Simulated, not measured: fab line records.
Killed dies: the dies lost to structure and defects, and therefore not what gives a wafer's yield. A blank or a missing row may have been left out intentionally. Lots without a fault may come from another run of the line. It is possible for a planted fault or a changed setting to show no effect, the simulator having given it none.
Which tool was responsible? -- flow n5_finfet -- 9 lots with 25 wafers sampled at 5 steps, on a route of 1938 steps

WHAT THE GAUGES READ, wafer by wafer
N5_BEOL_M4_RC_MEAS_101.
lot,measured,on,DIBL_N (mV/V)
L960,day 7 18:26,prober-02,37.9 38.2 37.5
L964,day 8 18:02,prober-02,36.8 35.1 34.9
L965,day 9 00:40,prober-01,34.9 33.6 33.5
L966,day 9 06:25,prober-02,39.9 38.3 37.1
L977,day 14 01:34,prober-01,36.9 37.8
L978,day 13 19:43,prober-02,37.5 39.9
L979,day 14 09:01,prober-01,36.4 36.8 36.2
L980,day 13 01:41,prober-01,35.2 35.7 37.2
L982,day 14 12:35,prober-02,35.8 34.3 36.3

EACH LOT AND THE TOOL THAT RAN IT (in order: tool; ch and the chambers of the sampled wafers; start)
lot,N5_HKMG_FIN_STRIP_34,N5_HKMG_FIN_ETCH_35,N5_HKMG_FIN_STRIP_19,N5_HKMG_FIN_ALD_72
L960,"rie_diel-02 ch 1,2, day 4 08:21","rie_diel-02 ch 1,2, day 4 08:22","plasma_asher-02 ch 0,1, day 4 08:40","cvd_w-01 ch 0,1, day 4 11:34"
L964,"rie_diel-02 ch 0,1,2, day 5 04:02","rie_diel-02 ch 0,1,2, day 5 04:03","plasma_asher-01 ch 0,1, day 5 04:21","cvd_w-02 ch 0,1, day 5 07:18"
L965,"rie_diel-02 ch 0,2,3, day 5 10:43","rie_diel-02 ch 0,2,3, day 5 10:44","plasma_asher-02 ch 0,1, day 5 11:02","cvd_w-02 ch 0,1, day 5 14:12"
L966,"rie_diel-03 ch 1,3, day 5 14:42","rie_diel-03 ch 1,3, day 5 14:43","plasma_asher-02 ch 0,1, day 5 15:01","cvd_w-01 ch 0,1, day 5 18:08"
L977,"rie_diel-02 ch 0,1, day 8 15:41","rie_diel-02 ch 0,1, day 8 15:43","plasma_asher-01 ch 0,1, day 8 16:00","cvd_w-02 ch 0, day 8 19:23"
L978,"rie_diel-03 ch 2,3, day 8 19:11","rie_diel-03 ch 2,3, day 8 19:12","plasma_asher-01 ch 0,1, day 8 19:30","cvd_w-02 ch 1, day 8 23:05"
L979,"rie_diel-03 ch 1,2, day 9 01:45","rie_diel-03 ch 1,2, day 9 01:46","plasma_asher-01 ch 0,1, day 9 02:04","cvd_w-01 ch 0, day 9 05:01"
L980,"rie_diel-02 ch 0,2, day 9 09:10","rie_diel-02 ch 0,2, day 9 09:11","plasma_asher-02 ch 0,1, day 9 09:35","cvd_w-01 ch 0,1, day 9 12:25"
L982,"rie_diel-02 ch 0,1,3, day 9 16:44","rie_diel-02 ch 0,1,3, day 9 16:45","plasma_asher-01 ch 0,1, day 9 17:02","cvd_w-01 ch 0,1, day 9 20:03"
- N5_HKMG_FIN_STRIP_34: strips in CF4.
- N5_HKMG_FIN_ETCH_35: etches SOC in N2/H2, target depth 215.8 nm, time 243.4 s.
- N5_HKMG_FIN_STRIP_19: strips in N2/H2, time 360 s.
- N5_HKMG_FIN_ALD_72: deposits W, target thk 2 nm, pulse time 1 s, purge time 2 s.

THE ANSWER, worked out from the rows above alone
Rule: what is usual is taken from the lots themselves. Put in order of their means at a reading, lots are off if they are a third of the lots or fewer, leave a main group of 4 or more, and stand apart from it by a gap of 3 or more times the standard deviation of the main group's means; of several such gaps the widest counts. A main group whose means are all the same, to the digits that the tables above print for the reading, isn't used. Also off: a lot with no number at a reading for which 4 or more lots have one. The other lots that the step has rows for count as sound.
No lot is off on any of the readings shown, so nothing can be concluded from this.

WHAT HAD BEEN PUT IN BY THE SIMULATOR
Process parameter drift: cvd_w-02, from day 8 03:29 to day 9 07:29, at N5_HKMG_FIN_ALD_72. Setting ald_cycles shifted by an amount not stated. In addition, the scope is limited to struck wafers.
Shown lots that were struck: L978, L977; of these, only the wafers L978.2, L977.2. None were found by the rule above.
